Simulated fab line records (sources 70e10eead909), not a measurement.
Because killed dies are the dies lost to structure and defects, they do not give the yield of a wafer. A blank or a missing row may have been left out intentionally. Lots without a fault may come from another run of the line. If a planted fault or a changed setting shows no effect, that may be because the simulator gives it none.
fab line records -- flow nand_harc
record lots=13, wafers=39, last_day=33
route steps=1302 shown A_CHANNEL_FILL_D1@507 THIN_TSV@1268 END@1302
lots that met no fault: from a run of the same line without faults
start_h: hours from the record's first day to the start of the lot's first wafer shown -- wait_h: hours since the lot's step before -- " the same as in the row above -- L1.1+2: one row covering several wafers at once -- - no value, or no start given -- * or withheld: withheld -- < > ~ a bound
route shown NAME@n: NAME is a module with steps in the file, n the number in the route of the first one -- usual: average and standard deviation across the fault-free wafers -- same: alike in all rows -- chamber/n: place in a boat -- sites: per-site readings -- _std_site: their standard deviation -- _edge_site: mean of outer sites minus mean of inner sites -- radius_mm: how far each site lies from the wafer's centre -- mask NAME#n: copy n -- behind: the tool/chamber that last shaped the wafer -- hold: cause of the lot's hold/its duration in hours/its outcome -- device: which transistor (n, p or np) failed to switch -- end of line: at the end of the route, the tests of the same wafers -- where a step has no rows: the recipe by itself -- killed: count of dies lost to structure and defects at first sort (not the wafer's yield) -- map: per-die view of a wafer (x killed, . not killed, _ where there is no die)
set.NAME: the setting as run; set.NAME@STEP: as run at that earlier step -- model.NAME: the simulator's own value behind a step, which no gauge read
the route's steps for a sample of lots (tables are steps, rows are wafers)
services: a tool's chamber out of use, with start hour (start_h, from the record's first day; less than 0 if before it), hours out, and reason
## steps
# step NHARC_A_CHANNEL_FILL_D1_ALD_25
# recipe target_thk_a=600, pulse_time_s=10, ald_cycles=600, temp_c=300, material=SiOx
# usual heater_power_w=455/26, precursor_pulse_height_rel=1.000/0.018
lot.wafer,tool,chamber,start_h,wait_h,heater_power_w,precursor_pulse_height_rel
L537.4,ald_hk-01,1,231.07,0.1,476,0.976
L537.1,ald_hk-01,0,232.97,2.0,533,0.968
L537.5,ald_hk-01,2,234.24,3.2,474,1.011
L536.1,ald_hk-02,3,232.31,1.3,463,1.018
L536.3,ald_hk-02,0,232.31,1.3,445,0.999
L536.6,ald_hk-02,1,232.31,1.3,445,1.010
L539.3,ald_hk-02,3,251.85,0.7,450,1.022
L539.4,ald_hk-02,1,253.08,1.9,454,1.017
L539.6,ald_hk-02,2,253.08,1.9,406,0.980
L540.2,ald_hk-02,2,258.23,0.1,401,1.029
L540.3,ald_hk-02,0,259.44,1.3,440,0.994
L540.5,ald_hk-02,3,261.25,3.1,468,0.998
L541.1,ald_hk-02,1,270.88,0.1,439,0.983
L541.3,ald_hk-02,3,272.10,1.3,451,0.970
L541.6,ald_hk-02,1,273.31,2.5,452,1.011
L542.4,ald_hk-01,2,286.85,0.1,467,0.997
L542.1,ald_hk-01,0,288.09,1.3,531,1.023
L542.6,ald_hk-01,2,289.33,2.5,460,0.991
L546.2,ald_hk-01,0,325.77,0.1,498,0.992
L546.4,ald_hk-01,2,326.98,1.3,436,1.012
L546.5,ald_hk-01,1,328.80,3.1,470,1.017
L545.1,ald_hk-02,3,325.78,0.1,449,0.999
L545.3,ald_hk-02,0,325.78,0.1,455,0.985
L545.5,ald_hk-02,0,328.86,3.1,451,0.988
L547.2,ald_hk-02,0,343.40,0.1,450,1.000
L547.1,ald_hk-02,1,343.40,0.1,452,0.986
L547.3,ald_hk-02,2,343.40,0.1,416,0.993
L553.3,ald_hk-02,2,391.84,0.0,399,1.030
L553.2,ald_hk-02,3,391.84,0.0,446,1.015
L553.6,ald_hk-02,2,394.31,2.5,400,1.022
L552.1,ald_hk-02,2,399.34,0.1,409,0.961
L552.6,ald_hk-02,2,401.77,2.5,398,0.992
L552.5,ald_hk-02,3,401.77,2.5,453,0.987
L559.4,ald_hk-01,1,445.86,0.1,474,0.980
L559.2,ald_hk-01,2,445.86,0.1,446,0.986
L559.5,ald_hk-01,2,448.94,3.1,444,1.014
L558.2,ald_hk-03,3,447.09,1.3,464,0.978
L558.4,ald_hk-03,0,447.09,1.3,471,0.985
L558.5,ald_hk-03,2,448.95,3.1,466,1.008
# step NHARC_THIN_TSV_ETCHBACK_48
# recipe target_depth_a=10285, over_etch_frac=0.3, time_s=405.17, ion_energy_ev=250, c4f8_flow_sccm=withheld, ar_flow_sccm=withheld, rf_w=600, bias_w=300, chemistry=C4F8/Ar
# usual oes_product_au=0.947/0.028, rf_vpp_V=543.1/1.9
lot.wafer,tool,chamber,start_h,wait_h,oes_product_au,rf_hours_counter_h,rf_vpp_V
L536.3,rie_diel-04,3,560.66,-,0.969,1.6,546.9
L536.1,rie_diel-04,2,560.66,-,0.967,2.1,543.5
L536.6,rie_diel-04,0,560.66,-,0.945,-,540.3
L539.3,rie_diel-03,1,572.71,-,0.935,4.4,543.1
L539.4,rie_diel-03,2,572.71,-,0.926,4.4,542.1
L539.6,rie_diel-03,2,572.71,-,0.931,-,541.8
L537.1,rie_diel-04,2,575.15,-,0.919,3.5,542.2
L537.4,rie_diel-04,0,575.15,-,0.924,2.6,542.1
L537.5,rie_diel-04,3,575.15,-,0.931,-,547.7
L540.2,rie_diel-03,3,585.32,-,0.928,5.0,546.7
L540.3,rie_diel-03,1,585.32,-,0.929,4.8,544.2
L540.5,rie_diel-03,3,585.32,-,0.928,-,544.8
L541.1,rie_diel-01,2,608.44,-,0.927,2.0,543.0
L541.3,rie_diel-01,3,608.44,-,0.921,1.8,541.1
L541.6,rie_diel-01,0,608.44,-,0.913,-,545.5
L542.4,rie_diel-01,1,616.38,-,0.919,2.6,541.5
L542.1,rie_diel-01,3,616.38,-,0.931,2.5,542.1
L542.6,rie_diel-01,0,616.38,-,0.914,-,545.1
L547.2,rie_diel-04,3,656.56,-,0.932,9.9,546.7
L547.3,rie_diel-04,0,656.56,-,0.912,8.0,540.3
L547.1,rie_diel-04,2,656.56,-,0.919,10.6,542.3
L546.4,rie_diel-01,2,657.64,-,0.916,5.4,541.7
L546.2,rie_diel-01,3,657.64,-,0.926,5.1,542.2
L546.5,rie_diel-01,1,657.64,-,0.907,-,541.5
L545.3,rie_diel-01,2,661.25,-,0.960,5.8,542.0
L545.1,rie_diel-01,3,661.25,-,0.968,5.5,541.4
L545.5,rie_diel-01,1,661.25,-,0.969,-,541.9
L553.3,rie_diel-03,0,716.08,-,0.954,4.0,544.2
L553.2,rie_diel-03,1,716.08,-,0.959,3.5,543.2
L553.6,rie_diel-03,3,716.08,-,0.957,-,545.2
L552.1,rie_diel-04,0,730.73,-,1.012,0.6,541.2
L552.5,rie_diel-04,2,730.73,-,1.000,-,542.0
L552.6,rie_diel-04,3,730.73,-,0.997,-,546.4
L558.4,rie_diel-04,2,777.49,-,0.916,4.5,541.7
L558.2,rie_diel-04,0,777.49,-,0.932,3.3,540.9
L558.5,rie_diel-04,2,777.49,-,0.929,-,540.5
L559.2,rie_diel-04,3,782.85,-,0.922,4.3,544.5
L559.4,rie_diel-04,0,782.85,-,0.929,3.9,541.8
L559.5,rie_diel-04,2,782.85,-,0.925,-,542.0
# step NHARC_THIN_TSV_PRE_CLEAN_50
# recipe time_s=30, temp_c=280, gas=H2/He
# usual heater_power_w=385/32
lot.wafer,tool,chamber,start_h,wait_h,heater_power_w
L536.3,pvd_sputter-01,-,-,-,413
L536.1,pvd_sputter-01,-,-,-,393
L536.6,pvd_sputter-01,-,-,-,407
L539.4,pvd_sputter-02,-,-,-,411
L539.3,pvd_sputter-02,-,-,-,405
L539.6,pvd_sputter-02,-,-,-,416
L537.1,pvd_sputter-02,-,-,-,414
L537.4,pvd_sputter-02,-,-,-,420
L537.5,pvd_sputter-02,-,-,-,411
L540.2,pvd_sputter-03,-,-,-,373
L540.3,pvd_sputter-03,-,-,-,345
L540.5,pvd_sputter-03,-,-,-,371
L541.1,pvd_sputter-02,-,-,-,362
L541.3,pvd_sputter-02,-,-,-,395
L541.6,pvd_sputter-02,-,-,-,405
L542.4,pvd_sputter-03,-,-,-,340
L542.1,pvd_sputter-03,-,-,-,374
L542.6,pvd_sputter-03,-,-,-,349
L547.1,pvd_sputter-01,-,-,-,423
L547.3,pvd_sputter-01,-,-,-,335
L547.2,pvd_sputter-01,-,-,-,414
L546.4,pvd_sputter-03,-,-,-,357
L546.2,pvd_sputter-03,-,-,-,351
L546.5,pvd_sputter-03,-,-,-,443
L545.1,pvd_sputter-02,-,-,-,405
L545.3,pvd_sputter-02,-,-,-,354
L545.5,pvd_sputter-02,-,-,-,414
L553.2,pvd_sputter-01,-,-,-,408
L553.3,pvd_sputter-01,-,-,-,386
L553.6,pvd_sputter-01,-,-,-,415
L552.1,pvd_sputter-01,-,-,-,414
L552.5,pvd_sputter-01,-,-,-,421
L552.6,pvd_sputter-01,-,-,-,386
L558.4,pvd_sputter-03,-,-,-,341
L558.2,pvd_sputter-03,-,-,-,420
L558.5,pvd_sputter-03,-,-,-,346
L559.2,pvd_sputter-03,-,-,-,418
L559.4,pvd_sputter-03,-,-,-,363
L559.5,pvd_sputter-03,-,-,-,428
# step NHARC_THIN_TSV_PVD_19
# recipe target_thk_a=200, chamber_pressure_pa=5, material=TaN
# usual throttle_valve_pct=29.8/1.1
lot.wafer,tool,chamber,start_h,wait_h,throttle_valve_pct
L536.1,pvd_sputter-01,-,-,-,28.3
L536.3,pvd_sputter-01,-,-,-,30.9
L536.6,pvd_sputter-01,-,-,-,28.5
L539.3,pvd_sputter-02,-,-,-,31.0
L539.4,pvd_sputter-02,-,-,-,30.3
L539.6,pvd_sputter-02,-,-,-,31.3
L537.4,pvd_sputter-02,-,-,-,30.9
L537.1,pvd_sputter-02,-,-,-,30.6
L537.5,pvd_sputter-02,-,-,-,30.5
L540.3,pvd_sputter-03,-,-,-,29.8
L540.2,pvd_sputter-03,-,-,-,29.1
L540.5,pvd_sputter-03,-,-,-,29.3
L541.1,pvd_sputter-02,-,-,-,31.3
L541.3,pvd_sputter-02,-,-,-,30.4
L541.6,pvd_sputter-02,-,-,-,31.3
L542.4,pvd_sputter-03,-,-,-,28.9
L542.1,pvd_sputter-03,-,-,-,29.3
L542.6,pvd_sputter-03,-,-,-,28.9
L547.2,pvd_sputter-01,-,-,-,27.8
L547.1,pvd_sputter-01,-,-,-,28.5
L547.3,pvd_sputter-01,-,-,-,29.4
L546.2,pvd_sputter-03,-,-,-,29.3
L546.4,pvd_sputter-03,-,-,-,30.2
L546.5,pvd_sputter-03,-,-,-,30.1
L545.3,pvd_sputter-02,-,-,-,31.6
L545.1,pvd_sputter-02,-,-,-,29.8
L545.5,pvd_sputter-02,-,-,-,32.1
L553.3,pvd_sputter-01,-,-,-,30.6
L553.2,pvd_sputter-01,-,-,-,29.5
L553.6,pvd_sputter-01,-,-,-,30.5
L552.1,pvd_sputter-01,-,-,-,30.4
L552.5,pvd_sputter-01,-,-,-,28.3
L552.6,pvd_sputter-01,-,-,-,29.4
L558.4,pvd_sputter-03,-,-,-,30.9
L558.2,pvd_sputter-03,-,-,-,29.9
L558.5,pvd_sputter-03,-,-,-,31.0
L559.4,pvd_sputter-03,-,-,-,30.9
L559.2,pvd_sputter-03,-,-,-,30.1
L559.5,pvd_sputter-03,-,-,-,31.1
# step NHARC_END_SORT_01
# recipe temp_c=25
# usual killed_at_array=58/18, killed_at_other=1.0/1.5, killed_at_periphery=4/3.1, killed_dies=64/18, killed_open=3.4/1.9, killed_short=2.7/1.7
# same gross_dies=677
lot.wafer,tool,chamber,start_h,wait_h,killed_at_array,killed_at_other,killed_at_periphery,killed_dies,killed_open,killed_short
L536.1,prober-01,0,574.90,2.5,46,0,3,49,2,2
L536.3,prober-01,0,576.51,3.1,49,0,8,57,3,1
L536.6,prober-01,0,578.92,4.0,48,1,5,54,2,2
L537.1,prober-02,0,585.27,2.5,55,0,3,58,3,2
L537.4,prober-02,0,587.70,3.4,53,0,10,63,7,4
L537.5,prober-02,0,588.51,3.7,43,0,7,50,6,5
L539.3,prober-01,0,586.94,3.1,78,0,2,80,2,4
L539.4,prober-01,0,587.74,3.4,75,1,3,79,4,3
L539.6,prober-01,0,589.34,4.0,77,0,6,83,8,4
L540.2,prober-01,0,599.08,2.8,47,0,1,48,3,4
L540.3,prober-01,0,599.88,3.1,47,0,3,50,5,3
L540.5,prober-01,0,601.48,3.7,53,0,2,55,5,5
L541.1,prober-02,0,625.61,2.5,56,1,8,65,5,0
L541.3,prober-02,0,627.19,3.1,75,0,7,82,8,1
L541.6,prober-02,0,629.58,4.0,67,3,8,78,4,1
L542.1,prober-01,0,628.87,2.5,86,1,1,88,2,0
L542.4,prober-01,0,631.28,3.4,90,1,0,91,1,3
L542.6,prober-01,0,632.88,4.0,92,0,0,92,2,0
L546.2,prober-01,0,671.32,2.8,45,1,8,54,3,3
L546.4,prober-01,0,672.92,3.4,62,0,6,68,5,2
L546.5,prober-01,0,673.73,3.7,53,1,11,65,4,5
L547.1,prober-01,0,678.34,2.5,40,1,0,41,1,2
L547.2,prober-01,0,679.14,2.8,48,0,1,49,5,0
L547.3,prober-01,0,679.94,3.1,49,0,1,50,4,2
L545.1,prober-02,0,678.37,2.5,49,2,3,54,4,1
L545.3,prober-02,0,680.00,3.1,60,0,3,63,4,0
L545.5,prober-02,0,681.62,3.8,57,0,3,60,4,1
L553.2,prober-02,0,729.72,2.8,135,2,4,141,6,4
L553.3,prober-02,0,730.52,3.1,60,1,6,67,3,0
L553.6,prober-02,0,732.91,4.0,65,0,2,67,0,4
L552.1,prober-01,0,743.36,2.5,72,0,1,73,4,0
L552.5,prober-01,0,746.63,3.8,147,0,3,150,4,3
L552.6,prober-01,0,747.44,4.1,80,1,5,86,3,0
L558.2,prober-01,0,791.20,2.8,66,0,8,74,4,3
L558.4,prober-01,0,792.79,3.4,56,0,2,58,0,4
L558.5,prober-01,0,793.59,3.7,70,0,3,73,3,5
L559.2,prober-02,0,796.85,2.8,40,0,0,40,6,1
L559.4,prober-02,0,798.48,3.5,43,1,3,47,1,2
L559.5,prober-02,0,799.30,3.8,43,0,3,46,5,1
# killed by level:class
L536.1 A_CHANNEL_HOLE_D1:chamber_film_flake=33 A_CHANNEL_HOLE_D2:chamber_film_flake=6 A_WL_FILL:chamber_film_flake=2 A_CONTACT:chamber_film_flake=2 P_GATE:geometric_particle:open=1 P_CONTACT:geometric_particle:open=1 A_CHANNEL_FILL_D1:geometric_particle:short=1 A_WL_FILL:geometric_particle:short=1
L536.3 A_CHANNEL_HOLE_D1:chamber_film_flake=34 P_BONDPAD:chamber_film_flake=3 A_CHANNEL_HOLE_D2:chamber_film_flake=3 A_CONTACT:chamber_film_flake=3 P_STI:chamber_film_flake=2 A_STAIRCASE:chamber_film_flake=2 A_SGD_CUT:chamber_film_flake=2 A_WL_FILL:chamber_film_flake=2
L536.6 A_CHANNEL_HOLE_D1:chamber_film_flake=32 A_CHANNEL_HOLE_D2:chamber_film_flake=4 A_ONON_D1:geometric_particle:open=2 P_M2:chamber_film_flake=2 A_CONTACT:chamber_film_flake=2 A_SGD_CUT:chamber_film_flake=2 A_WL_FILL:chamber_film_flake=2 A_CHANNEL_FILL_D1:geometric_particle:short=1
L537.1 A_CHANNEL_HOLE_D2:chamber_film_flake=37 A_STAIRCASE:chamber_film_flake=4 A_SLIT:chamber_film_flake=3 A_ZERO_WELL:chamber_film_flake=2 A_CONTACT:chamber_film_flake=2 P_CONTACT:geometric_particle:open=1 A_CHANNEL_FILL_D1:geometric_particle:open=1 A_ONON_D2:geometric_particle:short=1
L539.3 A_CHANNEL_HOLE_D2:chamber_film_flake=35 A_SLIT:chamber_film_flake=27 A_CONTACT:chamber_film_flake=4 A_CHANNEL_HOLE_D1:chamber_film_flake=2 A_SOURCE_PLATE:geometric_particle:short=1 A_ONON_D1:geometric_particle:open=1 A_CHANNEL_HOLE_D1:geometric_particle:short=1 A_CHANNEL_FILL_D2:geometric_particle:short=1
L537.4 A_CHANNEL_HOLE_D2:chamber_film_flake=34 P_M2:chamber_film_flake=3 A_CONTACT:chamber_film_flake=3 P_M0:geometric_particle:open=2 P_M1:geometric_particle:open=2 A_DECK1_JOINT:geometric_particle:short=2 A_ZERO_WELL:chamber_film_flake=2 A_CHANNEL_HOLE_D1:chamber_film_flake=2
L539.4 A_CHANNEL_HOLE_D2:chamber_film_flake=33 A_SLIT:chamber_film_flake=21 A_CONTACT:chamber_film_flake=5 A_STAIRCASE:chamber_film_flake=4 A_SOURCE_PLATE:geometric_particle:short=2 A_BLC:geometric_particle:open=2 A_CHANNEL_HOLE_D1:chamber_film_flake=2 A_CHANNEL_FILL_D1:chamber_film_flake=2
L537.5 A_CHANNEL_HOLE_D2:chamber_film_flake=29 P_M1:geometric_particle:open=2 A_CHANNEL_HOLE_D1:chamber_film_flake=2 A_SLIT:chamber_film_flake=2 A_CONTACT:chamber_film_flake=2 P_CONTACT:geometric_particle:open=1 P_CONTACT:geometric_particle:short=1 P_M0:geometric_particle:open=1
L539.6 A_CHANNEL_HOLE_D2:chamber_film_flake=32 A_SLIT:chamber_film_flake=25 A_WL_FILL:chamber_film_flake=3 A_CONTACT:chamber_film_flake=3 P_CONTACT:geometric_particle:open=2 A_CHANNEL_HOLE_D1:geometric_particle:open=2 A_CHANNEL_HOLE_D1:chamber_film_flake=2 A_BLC:chamber_film_flake=2
L540.2 A_SLIT:chamber_film_flake=26 A_CHANNEL_HOLE_D2:chamber_film_flake=5 A_CHANNEL_HOLE_D1:chamber_film_flake=3 A_CONTACT:chamber_film_flake=3 A_CHANNEL_FILL_D1:geometric_particle:open=2 A_ONON_D1:geometric_particle:short=1 A_CHANNEL_HOLE_D1:geometric_particle:short=1 A_CHANNEL_HOLE_D1:geometric_particle:open=1
L540.3 A_SLIT:chamber_film_flake=27 A_CONTACT:chamber_film_flake=4 A_ONON_D1:geometric_particle:open=3 A_ONON_D1:geometric_particle:short=2 P_GATE:chamber_film_flake=2 A_ZERO_WELL:chamber_film_flake=2 A_CHANNEL_HOLE_D2:chamber_film_flake=2 A_CHANNEL_HOLE_D1:geometric_particle:open=1
L540.5 A_SLIT:chamber_film_flake=27 A_CHANNEL_HOLE_D2:chamber_film_flake=6 A_CONTACT:chamber_film_flake=4 A_CHANNEL_FILL_D2:geometric_particle:short=2 A_M0:geometric_particle:open=2 A_ZERO_WELL:chamber_film_flake=2 A_STAIRCASE:chamber_film_flake=2 P_GATE:geometric_particle:short=1
L541.1 A_CHANNEL_HOLE_D1:chamber_film_flake=27 A_CHANNEL_HOLE_D2:chamber_film_flake=20 A_CONTACT:chamber_film_flake=4 P_GATE:chamber_film_flake=3 P_M1:geometric_particle:open=2 A_WL_FILL:chamber_film_flake=2 P_STI:geometric_particle:open=1 P_M0:geometric_particle:open=1
L541.3 A_CHANNEL_HOLE_D2:chamber_film_flake=34 A_CHANNEL_HOLE_D1:chamber_film_flake=30 P_M0:geometric_particle:open=2 A_CHANNEL_HOLE_D2:geometric_particle:open=2 P_ZERO_WELL:chamber_film_flake=2 P_STI:chamber_film_flake=2 A_CONTACT:chamber_film_flake=2 A_ONON_D1:geometric_particle:open=1
L542.1 A_SLIT:chamber_film_flake=34 A_CHANNEL_HOLE_D1:chamber_film_flake=28 A_CHANNEL_HOLE_D2:chamber_film_flake=20 A_CONTACT:chamber_film_flake=2 P_CONTACT:geometric_particle:open=1 A_M0:geometric_particle:open=1 A_CHANNEL_FILL_D1:chamber_film_flake=1 THIN_TSV:chamber_film_flake=1
L541.6 A_CHANNEL_HOLE_D1:chamber_film_flake=35 A_CHANNEL_HOLE_D2:chamber_film_flake=22 P_M0:geometric_particle:open=4 A_CONTACT:chamber_film_flake=4 A_STAIRCASE:chamber_film_flake=3 THIN_TSV:chamber_film_flake=3 P_GATE:chamber_film_flake=2 A_CHANNEL_FILL_D2:geometric_particle:short=1
L542.4 A_CHANNEL_HOLE_D1:chamber_film_flake=31 A_SLIT:chamber_film_flake=25 A_CHANNEL_HOLE_D2:chamber_film_flake=17 A_CONTACT:chamber_film_flake=6 A_CHANNEL_FILL_D1:chamber_film_flake=3 A_SOURCE_PLATE:geometric_particle:short=1 A_DECK1_JOINT:geometric_particle:open=1 A_CHANNEL_HOLE_D2:geometric_particle:short=1
L542.6 A_CHANNEL_HOLE_D2:chamber_film_flake=30 A_CHANNEL_HOLE_D1:chamber_film_flake=28 A_SLIT:chamber_film_flake=23 A_CONTACT:chamber_film_flake=5 A_DECK1_JOINT:chamber_film_flake=3 A_SOURCE_PLATE:geometric_particle:open=1 A_WL_FILL:geometric_particle:open=1 A_STAIRCASE:chamber_film_flake=1
L546.2 A_CHANNEL_HOLE_D1:chamber_film_flake=31 A_CONTACT:chamber_film_flake=5 P_M0:chamber_film_flake=3 P_CONTACT:geometric_particle:short=1 A_SOURCE_PLATE:geometric_particle:open=1 A_ONON_D2:geometric_particle:open=1 A_SGD_CUT:geometric_particle:open=1 A_WL_FILL:geometric_particle:short=1
L546.4 A_CHANNEL_HOLE_D1:chamber_film_flake=42 A_CONTACT:chamber_film_flake=6 P_STI:chamber_film_flake=2 P_BONDPAD:chamber_film_flake=2 A_WL_FILL:chamber_film_flake=2 P_M0:geometric_particle:open=1 A_CHANNEL_FILL_D1:geometric_particle:open=1 A_CHANNEL_HOLE_D2:geometric_particle:open=1
L546.5 A_CHANNEL_HOLE_D1:chamber_film_flake=34 P_BONDPAD:chamber_film_flake=5 A_DECK1_JOINT:chamber_film_flake=4 A_STAIRCASE:chamber_film_flake=3 A_WL_FILL:chamber_film_flake=2 P_CONTACT:geometric_particle:open=1 P_CONTACT:geometric_particle:short=1 P_M0:geometric_particle:short=1
L547.1 A_CHANNEL_HOLE_D1:chamber_film_flake=26 A_CONTACT:chamber_film_flake=4 A_SGD_CUT:chamber_film_flake=3 A_STAIRCASE:chamber_film_flake=2 A_CHANNEL_FILL_D1:geometric_particle:open=1 A_M0:geometric_particle:short=1 A_M1:geometric_particle:short=1 A_CHANNEL_HOLE_D2:chamber_film_flake=1
L545.1 A_SLIT:chamber_film_flake=35 A_CHANNEL_HOLE_D2:chamber_film_flake=5 A_DECK1_JOINT:chamber_film_flake=2 A_STAIRCASE:chamber_film_flake=2 THIN_TSV:chamber_film_flake=2 P_CONTACT:geometric_particle:open=1 P_M1:geometric_particle:open=1 A_CHANNEL_HOLE_D1:geometric_particle:short=1
L547.2 A_CHANNEL_HOLE_D1:chamber_film_flake=30 A_CONTACT:chamber_film_flake=6 A_STAIRCASE:chamber_film_flake=4 A_CONTACT:geometric_particle:open=3 A_SLIT:chamber_film_flake=2 A_CHANNEL_HOLE_D1:geometric_particle:open=1 A_DECK1_JOINT:geometric_particle:open=1 P_ZERO_WELL:chamber_film_flake=1
L547.3 A_CHANNEL_HOLE_D1:chamber_film_flake=34 A_STAIRCASE:chamber_film_flake=4 A_CHANNEL_HOLE_D2:chamber_film_flake=2 A_CONTACT:chamber_film_flake=2 P_M1:geometric_particle:open=1 A_ONON_D2:geometric_particle:short=1 A_CHANNEL_FILL_D2:geometric_particle:open=1 A_SGD_CUT:geometric_particle:open=1
L545.3 A_SLIT:chamber_film_flake=27 A_CHANNEL_HOLE_D2:chamber_film_flake=12 A_CHANNEL_HOLE_D1:chamber_film_flake=5 A_STAIRCASE:chamber_film_flake=3 A_CONTACT:chamber_film_flake=3 A_M0:geometric_particle:open=2 P_M2:chamber_film_flake=2 A_CHANNEL_FILL_D1:chamber_film_flake=2
L545.5 A_SLIT:chamber_film_flake=31 A_CHANNEL_HOLE_D2:chamber_film_flake=12 A_CONTACT:chamber_film_flake=3 P_ZERO_WELL:chamber_film_flake=2 A_CHANNEL_HOLE_D1:chamber_film_flake=2 P_CONTACT:geometric_particle:open=1 A_CHANNEL_FILL_D1:geometric_particle:open=1 A_SGD_CUT:geometric_particle:open=1
L553.2 A_CHANNEL_FILL_D1:unspecified=66 A_CHANNEL_HOLE_D2:chamber_film_flake=19 A_SLIT:chamber_film_flake=18 A_CONTACT:chamber_film_flake=11 A_CHANNEL_HOLE_D1:chamber_film_flake=5 P_M2:chamber_film_flake=3 A_DECK1_JOINT:geometric_particle:open=2 A_WL_FILL:geometric_particle:open=2
L553.3 A_SLIT:chamber_film_flake=29 A_CHANNEL_HOLE_D2:chamber_film_flake=13 A_CHANNEL_HOLE_D1:chamber_film_flake=7 A_CONTACT:chamber_film_flake=5 A_STAIRCASE:chamber_film_flake=4 P_M2:chamber_film_flake=2 P_M0:geometric_particle:open=1 A_CHANNEL_FILL_D2:geometric_particle:open=1
L553.6 A_SLIT:chamber_film_flake=29 A_CHANNEL_HOLE_D2:chamber_film_flake=12 A_CONTACT:chamber_film_flake=6 A_STAIRCASE:chamber_film_flake=5 A_CHANNEL_HOLE_D1:chamber_film_flake=4 A_CHANNEL_FILL_D1:chamber_film_flake=2 A_CHANNEL_FILL_D2:chamber_film_flake=2 A_ONON_D1:geometric_particle:short=1
L552.1 A_CHANNEL_HOLE_D1:chamber_film_flake=39 A_CHANNEL_HOLE_D2:chamber_film_flake=16 A_SLIT:chamber_film_flake=7 A_CONTACT:chamber_film_flake=3 A_STAIRCASE:chamber_film_flake=3 A_CHANNEL_FILL_D2:geometric_particle:open=2 A_SGD_CUT:geometric_particle:open=1 A_M0:geometric_particle:open=1
L552.5 A_CHANNEL_FILL_D1:unspecified=78 A_CHANNEL_HOLE_D1:chamber_film_flake=31 A_CHANNEL_HOLE_D2:chamber_film_flake=20 A_CONTACT:chamber_film_flake=5 A_SLIT:chamber_film_flake=3 A_CHANNEL_FILL_D1:chamber_film_flake=2 A_STAIRCASE:chamber_film_flake=2 P_STI:geometric_particle:short=1
L552.6 A_CHANNEL_HOLE_D1:chamber_film_flake=28 A_CHANNEL_HOLE_D2:chamber_film_flake=27 A_CONTACT:chamber_film_flake=9 A_STAIRCASE:chamber_film_flake=7 A_SLIT:chamber_film_flake=5 P_STI:chamber_film_flake=4 P_M0:geometric_particle:open=1 A_CHANNEL_FILL_D1:geometric_particle:open=1
L558.2 A_SLIT:chamber_film_flake=34 A_CHANNEL_HOLE_D2:chamber_film_flake=22 A_WL_FILL:chamber_film_flake=3 A_M0:geometric_particle:short=2 P_ZERO_WELL:chamber_film_flake=2 P_GATE:chamber_film_flake=2 A_CHANNEL_FILL_D1:chamber_film_flake=2 P_M1:geometric_particle:open=1
L558.4 A_SLIT:chamber_film_flake=24 A_CHANNEL_HOLE_D2:chamber_film_flake=19 A_STAIRCASE:chamber_film_flake=3 A_CHANNEL_FILL_D2:geometric_particle:short=2 A_WL_FILL:chamber_film_flake=2 A_CONTACT:chamber_film_flake=2 A_SGD_CUT:geometric_particle:short=1 A_BONDPAD:geometric_particle:short=1
L558.5 A_SLIT:chamber_film_flake=35 A_CHANNEL_HOLE_D2:chamber_film_flake=22 A_CONTACT:chamber_film_flake=3 P_CONTACT:geometric_particle:open=1 P_M0:geometric_particle:short=1 A_SOURCE_PLATE:geometric_particle:short=1 A_ONON_D2:geometric_particle:short=1 A_WL_FILL:geometric_particle:short=1
L559.2 A_CHANNEL_HOLE_D1:chamber_film_flake=14 A_CONTACT:chamber_film_flake=10 A_SLIT:chamber_film_flake=6 A_M0:geometric_particle:open=2 A_CHANNEL_FILL_D1:geometric_particle:open=1 A_CHANNEL_FILL_D2:geometric_particle:open=1 A_WL_FILL:geometric_particle:open=1 A_M0:geometric_particle:short=1
L559.4 A_CHANNEL_HOLE_D1:chamber_film_flake=16 A_SLIT:chamber_film_flake=12 A_CONTACT:chamber_film_flake=7 P_GATE:chamber_film_flake=2 A_STAIRCASE:chamber_film_flake=2 P_M0:geometric_particle:open=1 A_ONON_D1:geometric_particle:short=1 A_DECK1_JOINT:geometric_particle:short=1
L559.5 A_CHANNEL_HOLE_D1:chamber_film_flake=19 A_SLIT:chamber_film_flake=9 A_CONTACT:chamber_film_flake=6 P_GATE:chamber_film_flake=2 A_ZERO_WELL:chamber_film_flake=2 P_CONTACT:geometric_particle:short=1 A_ONON_D1:geometric_particle:open=1 A_CHANNEL_FILL_D1:geometric_particle:open=1
## services
tool,chamber,start_h,hours,kind
pvd_sputter-01,-,226.02,10.0,pm
pvd_sputter-02,-,237.16,14.7,repair
ald_hk-02,-,280.93,2.6,repair
pvd_sputter-02,-,282.00,10.0,pm
pvd_sputter-03,-,304.34,2.8,repair
pvd_sputter-02,-,332.00,7.5,repair
pvd_sputter-03,-,348.00,10.0,pm
ald_hk-02,-,349.39,10.0,pm
pvd_sputter-02,-,354.96,14.7,repair
pvd_sputter-01,-,404.02,10.0,pm
pvd_sputter-02,-,460.00,10.0,pm
pvd_sputter-03,-,526.00,10.0,pm
ald_hk-02,-,527.39,10.0,pm
pvd_sputter-01,-,576.25,3.2,repair
pvd_sputter-01,-,582.02,10.0,pm
pvd_sputter-03,-,608.25,5.0,repair
pvd_sputter-03,-,632.94,1.4,repair
pvd_sputter-02,-,638.00,10.0,pm
ald_hk-02,-,668.39,3.2,repair
pvd_sputter-03,-,704.00,10.0,pm
ald_hk-02,-,705.74,10.0,pm
pvd_sputter-03,-,714.88,5.2,repair
pvd_sputter-02,-,738.97,5.9,repair
pvd_sputter-03,-,739.24,3.7,repair
## key
first_sign step=NHARC_END_SORT_01, reading=killed_at_array, direction=up, sigmas=4.7, usual=58, struck=141
effect step=NHARC_END_SORT_01, reading=killed_dies, direction=up, sigmas=4.6, usual=64, struck=146
more_kills_born_at NHARC_A_CHANNEL_FILL_D1_ALD_25@ald_hk-02=144
met_at NHARC_A_CHANNEL_FILL_D1_ALD_25
struck_lots L552,L553
struck_wafers L552.5,L553.2
tester_left_out L552,L553
not_acting_at NHARC_THIN_TSV_ETCHBACK_48,NHARC_THIN_TSV_PRE_CLEAN_50,NHARC_THIN_TSV_PVD_19
onset_between 325.78 391.84
fault kind=chamber_particle_source, tool=ald_hk-02, chamber=3, onset_h=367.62, steps=NHARC_A_CHANNEL_FILL_D1_ALD_25, rate_per_visit_cm2=0.49644, end_h=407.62
# tester_left_out: of these lots the tester's yield and bins aren't shown, on N5 and GAA mostly nor the transistor test; their killed dies are dies lost to structure and defects alone, not to doping, threshold or leakage, so they don't give the yield
